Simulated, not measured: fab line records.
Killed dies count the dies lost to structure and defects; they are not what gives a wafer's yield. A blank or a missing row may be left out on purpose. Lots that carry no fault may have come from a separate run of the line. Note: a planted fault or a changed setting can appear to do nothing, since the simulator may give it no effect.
Which tool is to blame? || flow nand-harc || 12 lots, 36 wafers sampled, at 5 steps of a route of 1302

## WHAT THE GAUGES SHOWED, per wafer
NHARC_P_GATE_CD_MEAS_59 targets a cd of 720 nm. Usual: 719.6 nm for cd-nm, sd 2.5.
{"lot": "L166", "measured": "day 5 20:06", "on": "cd-sem-01", "cd-nm (nm)": "717.0 719.8 720.5", "flag": ""}
{"lot": "L165", "measured": "day 5 20:28", "on": "cd-sem-02", "cd-nm (nm)": "723.2 720.3 721.9", "flag": ""}
{"lot": "L168", "measured": "day 6 23:53", "on": "cd-sem-01", "cd-nm (nm)": "719.5 722.0 720.0", "flag": ""}
{"lot": "L169", "measured": "day 7 09:19", "on": "cd-sem-03", "cd-nm (nm)": "719.8 716.1 719.3", "flag": ""}
{"lot": "L170", "measured": "day 7 19:30", "on": "cd-sem-02", "cd-nm (nm)": "737.6 736.6 738.4", "flag": "OFF"}
{"lot": "L171", "measured": "day 8 08:35", "on": "cd-sem-03", "cd-nm (nm)": "718.1 715.9 718.6", "flag": ""}
{"lot": "L172", "measured": "day 8 17:19", "on": "cd-sem-03", "cd-nm (nm)": "723.5 713.6 720.3", "flag": ""}
{"lot": "L180", "measured": "day 11 22:08", "on": "cd-sem-02", "cd-nm (nm)": "717.4 718.8 719.9", "flag": ""}
{"lot": "L183", "measured": "day 13 02:57", "on": "cd-sem-03", "cd-nm (nm)": "721.3 717.9 720.6", "flag": ""}
{"lot": "L184", "measured": "day 13 15:31", "on": "cd-sem-01", "cd-nm (nm)": "719.2 723.3 715.9", "flag": ""}
{"lot": "L185", "measured": "day 14 06:47", "on": "cd-sem-01", "cd-nm (nm)": "719.4 720.5 719.8", "flag": ""}
{"lot": "L188", "measured": "day 15 01:08", "on": "cd-sem-01", "cd-nm (nm)": "722.3 719.3 720.5", "flag": ""}

NHARC_P_GATE_CD_MEAS_91 targets a cd of 2000 nm. Usual: 1999.3 nm for cd-nm, sd 2.7.
{"lot": "L166", "measured": "day 5 21:49", "on": "cd-sem-01", "cd-nm (nm)": "1998.2 2002.2 1999.2", "flag": ""}
{"lot": "L165", "measured": "day 5 22:10", "on": "cd-sem-03", "cd-nm (nm)": "2002.6 1998.2 1998.0", "flag": ""}
{"lot": "L168", "measured": "day 7 01:44", "on": "cd-sem-01", "cd-nm (nm)": "1996.8 2000.9 1997.1", "flag": ""}
{"lot": "L169", "measured": "day 7 11:02", "on": "cd-sem-03", "cd-nm (nm)": "2000.1 1999.7 2003.2", "flag": ""}
{"lot": "L170", "measured": "day 7 21:14", "on": "cd-sem-02", "cd-nm (nm)": "1999.3 1997.6 2002.1", "flag": ""}
{"lot": "L171", "measured": "day 8 10:20", "on": "cd-sem-02", "cd-nm (nm)": "2001.8 2002.1 2003.5", "flag": ""}
{"lot": "L172", "measured": "day 8 18:54", "on": "cd-sem-03", "cd-nm (nm)": "1999.8 1997.8 2000.3", "flag": ""}
{"lot": "L180", "measured": "day 11 23:50", "on": "cd-sem-02", "cd-nm (nm)": "1996.0 1997.2 1999.1", "flag": ""}
{"lot": "L183", "measured": "day 13 04:32", "on": "cd-sem-03", "cd-nm (nm)": "1999.0 1997.4 2002.2", "flag": ""}
{"lot": "L184", "measured": "day 13 17:08", "on": "cd-sem-03", "cd-nm (nm)": "1993.7 2000.6 1993.8", "flag": ""}
{"lot": "L185", "measured": "day 14 08:29", "on": "cd-sem-03", "cd-nm (nm)": "2000.3 2000.6 1998.4", "flag": ""}
{"lot": "L188", "measured": "day 15 02:43", "on": "cd-sem-01", "cd-nm (nm)": "2002.6 1997.5 2000.8", "flag": ""}

## EACH LOT AND THE TOOL THAT RAN IT (in order: tool; ch and the chambers of the sampled wafers; start)
{"lot": "L166", "NHARC_P_GATE_DEP_103": "pecvd-04 ch 1,2, day 5 05:32", "NHARC_P_GATE_STRIP_111": "plasma-asher-02 ch 0,1, day 5 18:58", "NHARC_P_GATE_EXPOSE_56": "krf-scanner-03 ch 0, day 5 19:57"}
{"lot": "L165", "NHARC_P_GATE_DEP_103": "pecvd-04 ch 0,2, day 5 05:56", "NHARC_P_GATE_STRIP_111": "plasma-asher-02 ch 0,1, day 5 19:20", "NHARC_P_GATE_EXPOSE_56": "krf-scanner-02 ch 0, day 5 20:19"}
{"lot": "L168", "NHARC_P_GATE_DEP_103": "pecvd-02 ch 0,1, day 6 09:41", "NHARC_P_GATE_STRIP_111": "plasma-asher-01 ch 0,1, day 6 22:42", "NHARC_P_GATE_EXPOSE_56": "krf-scanner-02 ch 0, day 6 23:44"}
{"lot": "L169", "NHARC_P_GATE_DEP_103": "pecvd-02 ch 0,1,2, day 6 19:26", "NHARC_P_GATE_STRIP_111": "plasma-asher-01 ch 1, day 7 08:16", "NHARC_P_GATE_EXPOSE_56": "krf-scanner-02 ch 0, day 7 09:10"}
{"lot": "L170", "NHARC_P_GATE_DEP_103": "pecvd-01 ch 1,2, day 7 05:07", "NHARC_P_GATE_STRIP_111": "plasma-asher-02 ch 0,1, day 7 18:20", "NHARC_P_GATE_EXPOSE_56": "krf-scanner-03 ch 0, day 7 19:21"}
{"lot": "L171", "NHARC_P_GATE_DEP_103": "pecvd-01 ch 0,1,2, day 7 18:01", "NHARC_P_GATE_STRIP_111": "plasma-asher-02 ch 0,1, day 8 07:22", "NHARC_P_GATE_EXPOSE_56": "krf-scanner-02 ch 0, day 8 08:26"}
{"lot": "L172", "NHARC_P_GATE_DEP_103": "pecvd-02 ch 0,1, day 8 03:03", "NHARC_P_GATE_STRIP_111": "plasma-asher-01 ch 1, day 8 16:13", "NHARC_P_GATE_EXPOSE_56": "krf-scanner-02 ch 0, day 8 17:10"}
{"lot": "L180", "NHARC_P_GATE_DEP_103": "pecvd-01 ch 0,1,2, day 11 07:50", "NHARC_P_GATE_STRIP_111": "plasma-asher-02 ch 0,1, day 11 21:04", "NHARC_P_GATE_EXPOSE_56": "krf-scanner-01 ch 0, day 11 21:59"}
{"lot": "L183", "NHARC_P_GATE_DEP_103": "pecvd-02 ch 0,1,2, day 12 12:29", "NHARC_P_GATE_STRIP_111": "plasma-asher-01 ch 0,1, day 13 01:46", "NHARC_P_GATE_EXPOSE_56": "krf-scanner-02 ch 0, day 13 02:48"}
{"lot": "L184", "NHARC_P_GATE_DEP_103": "pecvd-02 ch 0,1,2, day 12 22:56", "NHARC_P_GATE_STRIP_111": "plasma-asher-01 ch 0,1, day 13 14:18", "NHARC_P_GATE_EXPOSE_56": "krf-scanner-03 ch 0, day 13 15:22"}
{"lot": "L185", "NHARC_P_GATE_DEP_103": "pecvd-01 ch 1,2, day 13 16:20", "NHARC_P_GATE_STRIP_111": "plasma-asher-01 ch 0,1, day 14 05:33", "NHARC_P_GATE_EXPOSE_56": "krf-scanner-03 ch 0, day 14 06:37"}
{"lot": "L188", "NHARC_P_GATE_DEP_103": "pecvd-02 ch 0,1, day 14 10:53", "NHARC_P_GATE_STRIP_111": "plasma-asher-01 ch 0,1, day 15 00:07", "NHARC_P_GATE_EXPOSE_56": "krf-scanner-02 ch 0, day 15 00:59"}
- NHARC_P_GATE_DEP_103: deposits SiON, target thk 30 nm.
- NHARC_P_GATE_STRIP_111: strips in N2/H2, time 250 s.
- NHARC_P_GATE_EXPOSE_56: exposes mask P PSD, target cd 720 nm.

## WHAT THE TOOLS THEMSELVES READ (means of the sampled wafers that have a number; where no wafer has one, the mark that the record gives instead)
NHARC_P_GATE_DEP_103. Usual: heater-power-outer-w 465 W, standard deviation 63; heater-power-w 747 W, standard deviation 87; susceptor-temp-C 399.98 C, standard deviation 0.24.
{"lot": "L166", "tool": "pecvd-04", "heater-power-outer-w (W)": 370, "heater-power-w (W)": 659, "susceptor-temp-C (C)": 400.14, "flag": ""}
{"lot": "L165", "tool": "pecvd-04", "heater-power-outer-w (W)": 464, "heater-power-w (W)": 763, "susceptor-temp-C (C)": 400.07, "flag": ""}
{"lot": "L168", "tool": "pecvd-02", "heater-power-outer-w (W)": 496, "heater-power-w (W)": 722, "susceptor-temp-C (C)": 400.20, "flag": ""}
{"lot": "L169", "tool": "pecvd-02", "heater-power-outer-w (W)": 499, "heater-power-w (W)": 752, "susceptor-temp-C (C)": 400.09, "flag": ""}
{"lot": "L170", "tool": "pecvd-01", "heater-power-outer-w (W)": 426, "heater-power-w (W)": 677, "susceptor-temp-C (C)": 399.99, "flag": ""}
{"lot": "L171", "tool": "pecvd-01", "heater-power-outer-w (W)": 426, "heater-power-w (W)": 728, "susceptor-temp-C (C)": 399.92, "flag": ""}
{"lot": "L172", "tool": "pecvd-02", "heater-power-outer-w (W)": 461, "heater-power-w (W)": 699, "susceptor-temp-C (C)": 399.96, "flag": ""}
{"lot": "L180", "tool": "pecvd-01", "heater-power-outer-w (W)": 477, "heater-power-w (W)": 788, "susceptor-temp-C (C)": 399.94, "flag": ""}
{"lot": "L183", "tool": "pecvd-02", "heater-power-outer-w (W)": 532, "heater-power-w (W)": 796, "susceptor-temp-C (C)": 400.07, "flag": ""}
{"lot": "L184", "tool": "pecvd-02", "heater-power-outer-w (W)": 529, "heater-power-w (W)": 778, "susceptor-temp-C (C)": 399.76, "flag": ""}
{"lot": "L185", "tool": "pecvd-01", "heater-power-outer-w (W)": 470, "heater-power-w (W)": 755, "susceptor-temp-C (C)": 399.97, "flag": ""}
{"lot": "L188", "tool": "pecvd-02", "heater-power-outer-w (W)": 450, "heater-power-w (W)": 669, "susceptor-temp-C (C)": 399.75, "flag": ""}

NHARC_P_GATE_STRIP_111. Usual: drypump-motor-current-A 5.6 A, standard deviation 0.68; heater-power-w 81 W, standard deviation 6.3; temp-c 110.00 C, standard deviation 0.13.
{"lot": "L166", "tool": "plasma-asher-02", "drypump-motor-current-A (A)": 6.3, "heater-power-w (W)": 77, "temp-c (C)": 109.97, "flag": ""}
{"lot": "L165", "tool": "plasma-asher-02", "drypump-motor-current-A (A)": 6.3, "heater-power-w (W)": 78, "temp-c (C)": 110.08, "flag": ""}
{"lot": "L168", "tool": "plasma-asher-01", "drypump-motor-current-A (A)": 4.9, "heater-power-w (W)": 87, "temp-c (C)": 109.90, "flag": ""}
{"lot": "L169", "tool": "plasma-asher-01", "drypump-motor-current-A (A)": 4.7, "heater-power-w (W)": 92, "temp-c (C)": 109.98, "flag": ""}
{"lot": "L170", "tool": "plasma-asher-02", "drypump-motor-current-A (A)": 6.3, "heater-power-w (W)": 79, "temp-c (C)": 110.00, "flag": ""}
{"lot": "L171", "tool": "plasma-asher-02", "drypump-motor-current-A (A)": 6.3, "heater-power-w (W)": 78, "temp-c (C)": 110.03, "flag": ""}
{"lot": "L172", "tool": "plasma-asher-01", "drypump-motor-current-A (A)": 4.7, "heater-power-w (W)": 89, "temp-c (C)": 109.98, "flag": ""}
{"lot": "L180", "tool": "plasma-asher-02", "drypump-motor-current-A (A)": 6.3, "heater-power-w (W)": 83, "temp-c (C)": 110.00, "flag": ""}
{"lot": "L183", "tool": "plasma-asher-01", "drypump-motor-current-A (A)": 5.1, "heater-power-w (W)": 79, "temp-c (C)": 110.06, "flag": ""}
{"lot": "L184", "tool": "plasma-asher-01", "drypump-motor-current-A (A)": 5.1, "heater-power-w (W)": 79, "temp-c (C)": 110.27, "flag": ""}
{"lot": "L185", "tool": "plasma-asher-01", "drypump-motor-current-A (A)": 4.9, "heater-power-w (W)": 85, "temp-c (C)": 109.90, "flag": ""}
{"lot": "L188", "tool": "plasma-asher-01", "drypump-motor-current-A (A)": 4.9, "heater-power-w (W)": 85, "temp-c (C)": 110.13, "flag": ""}

NHARC_P_GATE_EXPOSE_56. Usual: -0.1 nm for focus-offset-nm, sd 0.54.
{"lot": "L166", "tool": "krf-scanner-03", "focus-offset-nm (nm)": -0.6, "flag": ""}
{"lot": "L165", "tool": "krf-scanner-02", "focus-offset-nm (nm)": -0.2, "flag": ""}
{"lot": "L168", "tool": "krf-scanner-02", "focus-offset-nm (nm)": -0.3, "flag": ""}
{"lot": "L169", "tool": "krf-scanner-02", "focus-offset-nm (nm)": -0.2, "flag": ""}
{"lot": "L170", "tool": "krf-scanner-03", "focus-offset-nm (nm)": -0.8, "flag": ""}
{"lot": "L171", "tool": "krf-scanner-02", "focus-offset-nm (nm)": 0.0, "flag": ""}
{"lot": "L172", "tool": "krf-scanner-02", "focus-offset-nm (nm)": -1.0, "flag": ""}
{"lot": "L180", "tool": "krf-scanner-01", "focus-offset-nm (nm)": 0.1, "flag": ""}
{"lot": "L183", "tool": "krf-scanner-02", "focus-offset-nm (nm)": 0.1, "flag": ""}
{"lot": "L184", "tool": "krf-scanner-03", "focus-offset-nm (nm)": -0.4, "flag": ""}
{"lot": "L185", "tool": "krf-scanner-03", "focus-offset-nm (nm)": 0.3, "flag": ""}
{"lot": "L188", "tool": "krf-scanner-02", "focus-offset-nm (nm)": -0.5, "flag": ""}

## THE ANSWER, worked out from the rows above alone
Rule: lot off if the mean of its wafers having a number is beyond 3 standard deviations from the usual mean. A lot without any number at a reading at which 4 lots or more have one is off too. All remaining lots with rows at the step are treated as sound. The gauges are gone through in route order, then the tools' own readings, and for those a lot's mean is taken as printed above. The first step at which some lot is off is used, and at that step the reading that is off furthest; a lot without a number counts as furthest.
Off: L170, at NHARC_P_GATE_CD_MEAS_59 (cd-nm).
If a tool, at a process step before that reading, ran all the lots that are off and no sound lot after the first of them, it fits. Those tools and the gauges at NHARC_P_GATE_CD_MEAS_59 are tried in the same way. Of those tried, none fits.

## WHAT HAD BEEN PUT IN BY THE SIMULATOR
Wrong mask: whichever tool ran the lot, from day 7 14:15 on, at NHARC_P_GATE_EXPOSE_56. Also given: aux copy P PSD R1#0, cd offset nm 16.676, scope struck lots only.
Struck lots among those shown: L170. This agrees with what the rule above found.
